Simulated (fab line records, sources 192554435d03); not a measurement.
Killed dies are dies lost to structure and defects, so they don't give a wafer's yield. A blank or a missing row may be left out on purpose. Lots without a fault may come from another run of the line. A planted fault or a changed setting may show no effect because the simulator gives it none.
Split-lot experiment | flow n5_finfet | 7 lots, 21 wafers read, on a route of 1938 steps

THE SPLIT
At N5_PASSIVATION_PASS_ETCH_74 (etches SiNx in CF4/O2, target depth 220 nm, time 110 s), the setting source_w was moved away from the recipe's 535 W on 9 of the 21 wafers read, by -16.0% to +11.0%. The other wafers ran this setting at the recipe's value.

The reading is taken at the split's own step.

THE READING
rf_vpp_V, in V, at N5_PASSIVATION_PASS_ETCH_74 (etches SiNx in CF4/O2, target depth 220 nm, time 110 s). Fault-free wafers of this fab line usually give 239 V, standard deviation 4.9 V.

wafer  | tool, chamber at the split | source_w as run, W | against the recipe | rf_vpp_V, V | against lot-mates on the recipe
L075.1 | rie_diel-05, 1             | 505                | -5.6%              | 246         | no lot-mate on the recipe
L075.3 | rie_diel-05, 0             | 505                | -5.6%              | 253         | no lot-mate on the recipe
L075.5 | rie_diel-05, 0             | 505                | -5.6%              | 251         | no lot-mate on the recipe
L078.3 | rie_diel-04, 2             | 535                | recipe             | 246         | -
L078.4 | rie_diel-04, 1             | 593.8              | +11.0%             | 229         | -16
L078.6 | rie_diel-04, 2             | 535                | recipe             | 244         | -
L083.4 | rie_diel-04, 3             | 535                | recipe             | 242         | -
L083.5 | rie_diel-04, 1             | 535                | recipe             | 241         | -
L083.6 | rie_diel-04, 2             | 535                | recipe             | 247         | -
L082.1 | rie_diel-01, 3             | 535                | recipe             | 240         | -
L082.3 | rie_diel-01, 0             | 535                | recipe             | 241         | -
L082.5 | rie_diel-01, 1             | 591.3              | +10.5%             | 223         | -18
L084.1 | rie_diel-05, 1             | 535                | recipe             | 238         | -
L084.4 | rie_diel-05, 0             | 454.9              | -15.0%             | 267         | +30
L084.5 | rie_diel-05, 3             | 535                | recipe             | 235         | -
L087.1 | rie_diel-01, 2             | 449.5              | -16.0%             | 259         | +25
L087.2 | rie_diel-01, 1             | 535                | recipe             | 234         | -
L087.4 | rie_diel-01, 0             | 449.5              | -16.0%             | 263         | +29
L093.1 | rie_diel-01, 2             | 565.2              | +5.6%              | 229         | -8
L093.4 | rie_diel-01, 0             | 535                | recipe             | 240         | -
L093.5 | rie_diel-01, 2             | 535                | recipe             | 235         | -

THE FIT
A straight line over all 21 wafers: rf_vpp_V changes by -1.45 V for each +1% of source_w; r = -0.94; the points scatter about the line by 4 V.
The same after taking each lot's own level away (the mean of its wafers on the recipe; 18 wafers): -1.72 V for each +1%; r = -0.99; scatter 2.2 V.
On that fit, the largest move of source_w shifts the reading by 28 V.
The lots' own levels span 234.0 to 245.0 V, that is 2.2 times the standard deviation above.
So the lot-to-lot level changes the slope: the two fits differ.
Check: with one of the wafers moved furthest among these (-16.0%) left out of the fit, the line predicts +29.1 V for it against its lot-mates. It came out at +25 V against them.
Tool readings at the split's step, against how far the setting was moved: rf_vpp_V r = -0.94.

OTHER SPLITS ON THESE WAFERS
These wafers also went through other splits before the reading. Each is held against what the fit with the lots' levels taken away leaves over:
other split on the same wafers    | wafers away from the commonest value | r with rf_vpp_V (lot level and that fit taken away)
N5_BEOL_M14_ILD_DEP_00 time_s     | 8                                    | -0.05
N5_BEOL_M15_EXPOSE_25 dose_mj     | 9                                    | -0.10
N5_BEOL_M15_TRENCH_ETCH_34 bias_w | 7                                    | +0.45

THE WHOLE CHAIN: every reading that the file lists as answering this split, in the file's order
step                        | what it does                                           | reading                                                               | change (the file's fit)               | r (the file's)
N5_PASSIVATION_PASS_ETCH_74 | etches SiNx in CF4/O2, target depth 220 nm, time 110 s | rf_vpp_V                                                              | -1.75 V for each +1% of the setting   | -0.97
N5_PASSIVATION_PASS_ETCH_74 | etches SiNx in CF4/O2, target depth 220 nm, time 110 s | etch.depth_nm (the simulator's own value, which no gauge read)        | +2.16 nm for each +1% of the setting  | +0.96
N5_PASSIVATION_PASS_ETCH_74 | etches SiNx in CF4/O2, target depth 220 nm, time 110 s | TV_OPEN.cd_offset_nm (the simulator's own value, which no gauge read) | -0.147 nm for each +1% of the setting | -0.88

THE FILE'S OWN FIT
rf_vpp_V changes by -1.75 V for each +1% of source_w, r = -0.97.
